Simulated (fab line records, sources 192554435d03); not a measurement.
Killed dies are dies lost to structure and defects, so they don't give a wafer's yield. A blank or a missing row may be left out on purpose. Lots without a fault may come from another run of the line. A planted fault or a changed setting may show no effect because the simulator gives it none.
Chamber matching | flow n5_finfet | N5_BEOL_M14_STRIP_37 on rie_diel-06: 4 sister chambers
The step strips in O2. 7 wafers are shown with their chamber, then 7 later ones without.

WAFERS WITH THEIR CHAMBER
wafer  | chamber | drypump_motor_current_A (A) | showerhead_plenum_p_Torr (Torr)
L088.2 | 3       | 6.0                         | 2.07
L088.3 | 1       | 5.8                         | 2.04
L087.3 | 2       | 4.9                         | 2.11
L087.4 | 0       | 5.7                         | 1.98
L087.5 | 0       | 5.8                         | 1.98
L092.2 | 3       | 6.0                         | 2.07
L092.4 | 2       | 4.9                         | 2.10

WAFERS WITHOUT THEIR CHAMBER
wafer  | drypump_motor_current_A (A) | showerhead_plenum_p_Torr (Torr)
L092.6 | 6.0                         | 2.07
L093.2 | 5.7                         | 2.04
L093.3 | 6.0                         | 2.07
L093.6 | 5.8                         | 1.98
L096.1 | 5.8                         | 2.04
L096.3 | 4.9                         | 2.10
L096.5 | 5.8                         | 1.97

WHICH CHAMBER EACH WENT THROUGH
wafer  | from the rows above | in truth
L092.6 | 3                   | 3
L093.2 | 1                   | 1
L093.3 | 3                   | 3
L093.6 | 0                   | 0
L096.1 | 1                   | 1
L096.3 | 2                   | 2
L096.5 | 0                   | 0
Placed correctly: 7 of 7. Can't be placed from these rows: 0. Placed wrongly: 0.
How it was worked out, from the rows above alone: a wafer's distance from a chamber is the root of the sum, over the readings, of the square of ((its reading less the chamber's mean) divided by the reading's scatter). The wafer belongs to the nearest chamber; if the next one is less than 2 further off, it can't be placed. A chamber's mean is the mean of its shown wafers. The scatter: the root of (the sum of the squares of (reading less its chamber's mean) over the shown wafers, divided by (wafers less chambers)).
